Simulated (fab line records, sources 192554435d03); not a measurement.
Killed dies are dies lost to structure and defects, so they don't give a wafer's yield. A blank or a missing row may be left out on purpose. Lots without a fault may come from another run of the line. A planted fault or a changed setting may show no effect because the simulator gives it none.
Problem report in the 8D (eight disciplines) form, filled by code | flow n5_finfet | the parts of the form that need people (team, actions taken, sign-off) are left out

1. THE PROBLEM
cd_nm at N5_BEOL_M7_CD_MEAS_28 reads a mean of 42.25 nm on 6 wafers of 2 lots; wafers without a fault read 39.97 nm with a standard deviation of 0.21. That is +11 standard deviations from the usual mean.
The step: target cd 40 nm.
First seen on wafer L685.2, day 13 03:32, on cd_sem-01. The record holds 30 wafers of 10 lots with a number at this step. Rule for "out", or "out of limits": more than 4 standard deviations from the usual mean. The other wafers with a number count as sound.

2. WHAT IT IS AND WHAT IT IS NOT
question                    | is                     | is not
which readings at this step | cd_nm                  | -
which lots                  | L685, L686             | L670, L671, L674, L675, L678, L689, L691, L692
which wafers of those lots  | all that have a number | -
read on which gauges        | cd_sem-01, cd_sem-02   | cd_sem-03
when                        | from day 13 03:32      | up to then (15 sound wafers); but 9 sound wafers of L689, L691, L692 came after

3. SUSPECTS, AND WHAT RULES EACH OUT
Counting: a tool at a process step up to the reading stays a suspect if it ran every lot that is out and no sound lot after the first of them.
- the gauge at N5_BEOL_M7_CD_MEAS_28: ruled out. The wafers that are out were read on 2 gauges (cd_sem-01, cd_sem-02).
- pvd_sputter-01 at N5_BEOL_M7_HM_DEP_02 (deposits TiN, target thk 20 nm): ruled out as a lasting fault. Sound lots L691, L692 ran on it after its first lot that is out, L685 (day 13 00:14).
- euv_scanner-01 at N5_BEOL_M7_EXPOSE_25 (exposes mask V6, target cd 40 nm): kept. It ran every lot that is out, first L685 (day 13 03:25), and no sound lot after that; its last sound lot up to then is L675 (day 10 13:27). Its own readings are out on those wafers: exposure_dose_mJ_cm2.
Left after counting: euv_scanner-01 at N5_BEOL_M7_EXPOSE_25.

4. THE CAUSE (what the simulator had put in)
Process parameter drift: euv_scanner-01, from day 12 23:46 on, at N5_BEOL_M7_EXPOSE_25. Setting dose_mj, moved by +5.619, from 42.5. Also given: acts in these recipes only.
Counting left only this tool.

5. THE CHAIN OF EFFECTS, in route order
Each row: a reading whose mean over the struck wafers that have a number lies more than 3 standard deviations from the usual. Only readings for which the record gives a usual standard deviation are gone through. hours: the time from each lot's start at the first step in this table that gives one to its start at this step, as a median over the lots. sigmas: the change in usual standard deviations.
hours | step                  | reading              | usual    | on struck wafers | change | sigmas
0     | N5_BEOL_M7_EXPOSE_25  | exposure_dose_mJ_cm2 | 42.40    | 47.51            | +5.11  | +68
0     | N5_BEOL_M7_CD_MEAS_28 | cd_nm                | 39.97 nm | 42.25            | +2.28  | +11
The process steps in it:
- N5_BEOL_M7_EXPOSE_25: exposes mask V6, target cd 40 nm.

6. WHAT WOULD HAVE CAUGHT IT SOONER
In this record the first reading out of limits at a measuring or inspecting step was taken at day 13 03:32, 4 hours after the fault began at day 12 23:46.
The tool's own readings at N5_BEOL_M7_EXPOSE_25 were out on every struck wafer that the step has a row for (exposure_dose_mJ_cm2): an alarm limit on them would have fired on the first of those.
Of the lots that are out (2), L686 began N5_BEOL_M7_EXPOSE_25 on euv_scanner-01 after day 13 03:32. A hold on the tool at that time would have spared it.
